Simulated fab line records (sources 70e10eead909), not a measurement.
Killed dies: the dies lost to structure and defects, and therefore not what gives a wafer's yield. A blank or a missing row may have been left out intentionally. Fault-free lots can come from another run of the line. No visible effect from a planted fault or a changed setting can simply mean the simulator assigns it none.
Which tool was responsible? ; flow nand-harc ; route of 1302 steps, sampled at 1 step: 15 lots, 45 wafers

## WHAT THE GAUGES READ, wafer by wafer
NHARC_A_CONTACT_INSPECT_44. Usual: raw-defect-count at 88, with a standard deviation of 39.
lot;measured;on;raw-defect-count;flag
L322;day 21 08:29;defect-inspect-01;69 62 70;
L321;day 22 01:16;defect-inspect-01;105 102 98;
L324;day 22 11:41;defect-inspect-02;87 55 51;
L325;day 22 15:58;defect-inspect-01;62 63 72;
L327;day 23 16:50;defect-inspect-02;26 34 33;
L328;day 25 00:34;defect-inspect-02;27 39 36;
L330;day 25 11:31;defect-inspect-01;68 75 83;
L331;day 26 03:44;defect-inspect-01;100 80 91;
L332;day 26 12:25;defect-inspect-01;62 80 61;
L334;day 26 13:50;defect-inspect-01;68 62 62;
L335;day 27 01:09;defect-inspect-01;58 66 54;
L336;day 27 01:18;defect-inspect-02;102 91 102;
L338;day 28 13:20;defect-inspect-01;98 116 119;
L343;day 30 11:02;defect-inspect-02;98 102 119;
L344;day 31 04:20;defect-inspect-01;140 124 135;

## WHICH TOOL RAN EACH LOT (tool, then ch and the chambers of the sampled wafers, then the start)
The record shows no process step preceding these readings.

## WHAT THE TOOLS THEMSELVES READ (means of the sampled wafers that have a number; where no wafer has one, the mark that the record gives instead)
The record holds no such reading with a usual standard deviation.

## THE ANSWER, worked out from the rows above alone
Rule: a lot is off if the mean of its wafers that have a number lies more than 3 standard deviations from the usual mean. Also off: a lot with no number at a reading for which 4 or more lots have one. All remaining lots with rows at the step are treated as sound. The gauges are gone through in route order, then the tools' own readings, and for those a lot's mean is taken as printed above. At the first step where some lot is off, the reading lying furthest off is the one used; lots without a number count as furthest.
No lot is off at any reading shown: from this, nothing can be told.

## WHAT HAD BEEN PUT IN BY THE SIMULATOR
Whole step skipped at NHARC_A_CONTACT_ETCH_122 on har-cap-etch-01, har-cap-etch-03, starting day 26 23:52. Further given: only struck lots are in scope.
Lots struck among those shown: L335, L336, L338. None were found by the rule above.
